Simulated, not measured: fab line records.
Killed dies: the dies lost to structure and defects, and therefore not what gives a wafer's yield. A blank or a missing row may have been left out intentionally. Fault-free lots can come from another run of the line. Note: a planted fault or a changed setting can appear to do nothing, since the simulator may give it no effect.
Comparing a struck lot with a sound one    flow nand harc    14 out of 1159 route steps
Sound: these wafers, L151.1, L151.3, L151.6. Struck: wafers L163.2, L163.3, L163.6. Last of all comes the cause.
Order at every step that has rows: each side's tool, ch and its chambers, its first start. Under that, the readings that differ: sound wafers    struck wafers    difference of the means    sigmas: that difference in standard deviations of wafers without a fault.
alike: same words and numbers on both sides, and readings whose means sit less than 2 such deviations apart. not compared: any withheld reading, any reading some wafer has no value for, any bound like >300 that may hide the same value, and any number with overlapping values for which the record gives no deviation.
The two part at a step that has a row with sigmas, a row that says differs or no value, or rows on one side only. Non-overlapping numbers with no deviation appear without sigmas and do not part them. A reading missing from all wafers of one side parts the sides only when that side holds two or more wafers.

NHARC_A_BONDPAD_CD_MEAS_09 targets a cd of 500 nm.
  sound on cd sem-02 ch 0, day 18 21:04; struck on cd sem-03 ch 0, day 21 05:01
  alike: cd nm
NHARC_A_BONDPAD_OVL_MEAS_35:
  sound on overlay-02, day 18 21:10; struck on overlay-01, day 21 05:07
reading            sound  struck       difference  sigmas
overlay x nm (nm)  7 7 6  -12 -12 -12  -19         -3
  alike: overlay y nm
then, 1 step without rows for these wafers: NHARC_A_BONDPAD_HARDBAKE_10 (time 65 s).
NHARC_A_BONDPAD_DESCUM_11: chemistry O2, time 3 s.
  sound on rie diel-04 ch 0,1,2, day 18 21:18; struck on rie diel-04 ch 0,1,2, day 21 05:14
  alike: chamber pressure mTorr, drypump motor current A, mfc ar sccm, oes product au, rf vpp V, showerhead plenum p Torr, throttle valve pct
  not compared: rf hours counter h
NHARC_A_BONDPAD_ETCH_34: etches the open film in N2/H2, target depth 60 nm, overetch 18 nm, time 65.91 s.
  sound on rie diel-04 ch 2,3, day 18 21:23; struck on rie diel-04 ch 1,3, day 21 05:20
  alike: chamber pressure mTorr, drypump motor current A, mfc ar sccm, n2 flow sccm, oes product au, rf vpp V, showerhead plenum p Torr, throttle valve pct
  not compared: rf hours counter h
NHARC_A_BONDPAD_ETCH_12: etches the open film in CHF3/O2, target depth 220 nm, time 110 s.
  sound: rie diel-04 ch 0,1,2; struck: rie diel-04 ch 1,2
  alike: chamber pressure mTorr, drypump motor current A, mfc ar sccm, oes product au, rf vpp V, showerhead plenum p Torr, throttle valve pct
  not compared: rf hours counter h
NHARC_A_BONDPAD_CD_MEAS_13:
  sound on cd sem-02, day 18 21:37; struck on cd sem-03, day 21 05:34
  alike: cd nm
then, 3 steps without rows for these wafers: NHARC_A_BONDPAD_STRIP_15 (strips in O2); NHARC_A_BONDPAD_ETCH_24 (etches the open film in CF4/N2, target depth 30 nm, time 72.99 s); NHARC_A_BONDPAD_STRIP_16 (strips in post etch residue remover, time 600 s).
NHARC_A_BONDPAD_DEGAS_25: time 60 s.
  sound on pvd sputter-03, day 18 22:14; struck on pvd sputter-02, day 21 06:14
  alike: heater power w
then, 1 step without rows for these wafers: NHARC_A_BONDPAD_PRE_CLEAN_26 (time 30 s).
NHARC_A_BONDPAD_PVD_17: deposits TaN, target thk 5 nm, time 8.06 s.
  sound on pvd sputter-03, day 18 22:20; struck on pvd sputter-02, day 21 06:29
  no value came back on the struck wafers for bias v (V), cathode dc power W (W), chamber pressure pa (Pa), throttle valve pct (%); on the sound wafers bias v (V) reads 169.1 170.5 169.1
NHARC_A_BONDPAD_PVD_27: deposits Cu, target thk 30 nm, time 20.49 s.
  sound on pvd sputter-03; struck on pvd sputter-02
  alike: cathode dc power W, chamber pressure pa, throttle valve pct

== WHERE THEY PART ==
Earliest at NHARC_A_BONDPAD_OVL_MEAS_35; latest, in this record, at NHARC_A_BONDPAD_PVD_17. Later steps at which nothing parts them and some readings are alike: NHARC_A_BONDPAD_PVD_27.

WHY: whatever the simulator had introduced
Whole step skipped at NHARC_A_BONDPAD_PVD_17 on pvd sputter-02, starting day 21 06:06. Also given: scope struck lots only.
